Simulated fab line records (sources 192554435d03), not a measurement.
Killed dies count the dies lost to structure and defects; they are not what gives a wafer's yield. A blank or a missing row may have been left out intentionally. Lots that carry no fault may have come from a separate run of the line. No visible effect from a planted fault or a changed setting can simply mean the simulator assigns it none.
Comparing a struck lot with a sound one -- flow n5 finfet -- 20 steps out of a route of 1938
Sound: these wafers, L427.1, L427.3, L427.6. Struck: wafers L429.2, L429.3, L429.4. Last of all comes the cause.
Order at every step that has rows: each side's tool, ch and its chambers, its first start. Under that, the readings that differ: sound wafers -- struck wafers -- difference of the means -- sigmas: that difference in standard deviations of wafers without a fault.
alike: a reading whose means differ by less than 2 such deviations, as well as words and numbers matching on both sides. not compared: withheld readings; readings where some wafer has no value; bounds like >300 that might hide an equal value; numbers whose values overlap and for which the record gives no deviation.
Wherever a step has rows on one side only, a row that says differs or no value, or a row with sigmas, the two part there. Numbers that have no deviation but don't overlap get no sigmas and don't part them. Lack of a reading on every wafer of one side parts them only where that side has two or more wafers.

first, 1 step without rows for these wafers: N5_BEOL_M12_ETCH_67 (etches SiARC in CF4, target depth 143 nm, time 238.3 s).
N5_BEOL_M12_ETCH_68: etches SOC in N2/H2, time 285 s.
  sound on rie diel-06 ch 0,1,3, day 11 18:01; struck on rie diel-01 ch 1,2,3, day 12 22:21
  alike: drypump motor current A, oes product au, rf vpp V, showerhead plenum p Torr, throttle valve pct
  not compared: rf hours counter h
then, 1 step without rows for these wafers: N5_BEOL_M12_STRIP_69 (strips in N2/H2).
N5_BEOL_M12_TRENCH_ETCH_34: etches SiOC in C4F8/O2/Ar, target depth 318.95 nm, time 125.5 s.
  sound on rie diel-06 ch 0,1,3, day 11 18:13; struck on rie diel-01 ch 1,2,3, day 12 22:32
  alike: drypump motor current A, he inner torr, oes product au, rf vpp V, showerhead plenum p Torr, throttle valve pct
  not compared: rf hours counter h
then, 1 step without rows for these wafers: N5_BEOL_M12_STRIP_70 (strips in C4F8/O2/Ar).
N5_BEOL_M12_OCD_MEAS_35:
  sound on ocd-01 at day 11 18:22; struck on ocd-02 at day 12 22:41
  alike: trench depth nm
then, 1 step without rows for these wafers: N5_BEOL_M12_STRIP_37 (strips in N2/H2).
N5_BEOL_M12_ETCH_38: etches SiCN in CF4/N2, target depth 68.7 nm, time 73.4 s.
  sound on rie diel-01 ch 1,2,3, day 11 21:25; struck on rie diel-01 ch 1,2,3, day 13 00:10
  alike: drypump motor current A, oes product au, rf vpp V, showerhead plenum p Torr, throttle valve pct
  not compared: rf hours counter h
then, 3 steps without rows for these wafers: N5_BEOL_M12_PRECLEAN_39 (cleans in residue remover, time 60 s); N5_BEOL_M12_SRD_40 (time 30 s, dry time 30 s); N5_BEOL_M12_DEGAS_41 (time 60 s).
N5_BEOL_M12_PRE_CLEAN_42: time 30 s.
  sound on pvd sputter-02 at day 11 21:43; struck on pvd sputter-03 at day 13 00:43
  alike: heater power w
N5_BEOL_M12_SPUTTER_43: material TaN, target thk 15 nm, time 24.19 s.
  sound on pvd sputter-02 at day 11 21:45; struck on pvd sputter-03 at day 13 00:46
reading,sound,struck,difference,sigmas
cathode dc power W (W),15000 15000 14996,17934 17932 17930,+2933,+99 or more
model.TaN_of_BEOL_M12_SPUTTER_43.thk nm (nm),15 15 15.2,17.8 17.8 18,+2.8,
  alike: throttle valve pct
then, 3 steps without rows for these wafers: N5_BEOL_M12_SPUTTER_44 (material Ta, target thk 10 nm, time 16.13 s); N5_BEOL_M12_SPUTTER_45 (material Cu, target thk 80 nm, time 13.33 s); N5_BEOL_M12_ECD_47 (material Cu, target thk 720 nm).
N5_BEOL_M12_ANNEAL_48: time 90 s.
  sound on rtp anneal-01 ch 0, day 11 22:59; struck on rtp anneal-02 ch 0, day 13 01:14
reading,sound,struck,difference,sigmas
wafer_temp_C_max,225.7 225.7 226.0,226.7 227.2 226.3,+0.9,+2
N5_BEOL_M12_CMP_49: polishes, stops on SiOC, t overpolish 20.6 s, target thk 320 nm.
  sound on cmp-01 ch 0,2,3, day 11 23:17; struck on cmp-01 ch 0,1,2, day 13 01:29
reading,sound,struck,difference,sigmas
barrier field endpoint s (s),30.5 30.1 30.2,33.8 32.9 34.7,+3.5,+5
  alike: motor current A
N5_BEOL_M12_THK_MEAS_50: measures by xrf.
  sound on film metro-01 at day 11 23:35; struck on film metro-01 at day 13 01:47
  alike: M12_THK
N5_PASSIVATION_PROBE_49:
  sound on prober-02 at day 13 06:49; struck on prober-02 at day 14 11:25
reading,sound,struck,difference,sigmas
sort_bin_6_memory (%),3.1 3.0 2.6,4.6 3.8 4.5,+1.4,+2
  alike: defect limited yield, killed_at_M0_to_M3, killed_at_M4_up, killed at contacts, killed at front end, killed at other, killed dies, killed open, killed short, sort_bin_4_leakage, sort_bin_5_function, sort_bin_8_speed, sort n pass, sort yield pct

## WHERE THEY PART
Earliest at N5_BEOL_M12_SPUTTER_43; latest, in this record, at N5_PASSIVATION_PROBE_49.

WHY: what the simulator had put in
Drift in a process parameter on pvd sputter-03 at N5_BEOL_M12_SPUTTER_43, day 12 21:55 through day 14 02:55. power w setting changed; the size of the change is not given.
